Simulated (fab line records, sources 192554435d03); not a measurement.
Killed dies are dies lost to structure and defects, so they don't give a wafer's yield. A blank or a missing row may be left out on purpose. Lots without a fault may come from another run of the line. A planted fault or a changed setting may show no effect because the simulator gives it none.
Chamber matching | flow n5_finfet | N5_BEOL_M3_DESCUM_33 on rie_diel-03: 4 sister chambers
The step chemistry O2, time 7 s. 16 wafers are shown with their chamber, then 8 later ones without.

WAFERS WITH THEIR CHAMBER
wafer  | chamber | drypump_motor_current_A (A) | showerhead_plenum_p_Torr (Torr) | throttle_valve_pct (%)
L074.1 | 2       | 6.2                         | 2.00                            | 20.34
L074.4 | 3       | 6.2                         | 2.03                            | 20.40
L074.5 | 1       | 4.7                         | 2.14                            | 20.50
L075.2 | 2       | 6.2                         | 2.00                            | 20.36
L075.4 | 3       | 6.2                         | 2.03                            | 20.41
L075.6 | 3       | 6.2                         | 2.03                            | 20.40
L076.1 | 2       | 6.2                         | 2.00                            | 20.32
L076.2 | 3       | 6.2                         | 2.03                            | 20.45
L076.4 | 0       | 6.1                         | 2.01                            | 20.57
L081.2 | 0       | 6.1                         | 2.00                            | 20.61
L081.3 | 3       | 6.2                         | 2.02                            | 20.42
L081.4 | 0       | 6.1                         | 2.00                            | 20.59
L084.2 | 2       | 6.2                         | 1.99                            | 20.36
L084.4 | 1       | 4.8                         | 2.14                            | 20.12
L084.5 | 1       | 4.7                         | 2.14                            | 20.11
L089.1 | 3       | 6.2                         | 2.02                            | 20.48

SIGNATURES (means of the wafers above)
reading                  | chamber 0 | chamber 1 | chamber 2 | chamber 3 | scatter within a chamber
drypump_motor_current_A  | 6.100     | 4.733     | 6.200     | 6.200     | 0.0236
showerhead_plenum_p_Torr | 2.0033    | 2.1400    | 1.9975    | 2.0267    | 0.00479
throttle_valve_pct       | 20.5900   | 20.2433   | 20.3450   | 20.4267   | 0.0939
Rule: a wafer's distance from a chamber is the root of the sum, over the readings, of the square of ((its reading less the chamber's mean) divided by the reading's scatter). The wafer belongs to the nearest chamber; if the next one is less than 2 further off, it can't be placed. The scatter: the root of (the sum of the squares of (reading less its chamber's mean) over the shown wafers, divided by (wafers less chambers)).

WAFERS WITHOUT THEIR CHAMBER
wafer  | drypump_motor_current_A (A) | showerhead_plenum_p_Torr (Torr) | throttle_valve_pct (%)
L089.5 | 6.1                         | 2.00                            | 20.63
L089.6 | 4.7                         | 2.14                            | 20.12
L088.1 | 4.7                         | 2.13                            | 20.11
L088.4 | 6.1                         | 2.00                            | 20.61
L088.6 | 6.2                         | 2.02                            | 20.47
L094.1 | 6.2                         | 1.99                            | 20.39
L094.5 | 6.2                         | 1.99                            | 20.37
L094.6 | 6.2                         | 2.01                            | 20.45

WHICH CHAMBER EACH WENT THROUGH
wafer  | from the rows above          | in truth
L089.5 | 0                            | 0
L089.6 | 1                            | 1
L088.1 | 1                            | 1
L088.4 | 0                            | 0
L088.6 | 3                            | 3
L094.1 | 2                            | 2
L094.5 | 2                            | 2
L094.6 | can't be placed: 2 or 3 or 0 | 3
Placed correctly: 7 of 8. Can't be placed from these rows: 1 (the true chamber is among the candidates in 1). Placed wrongly: 0.
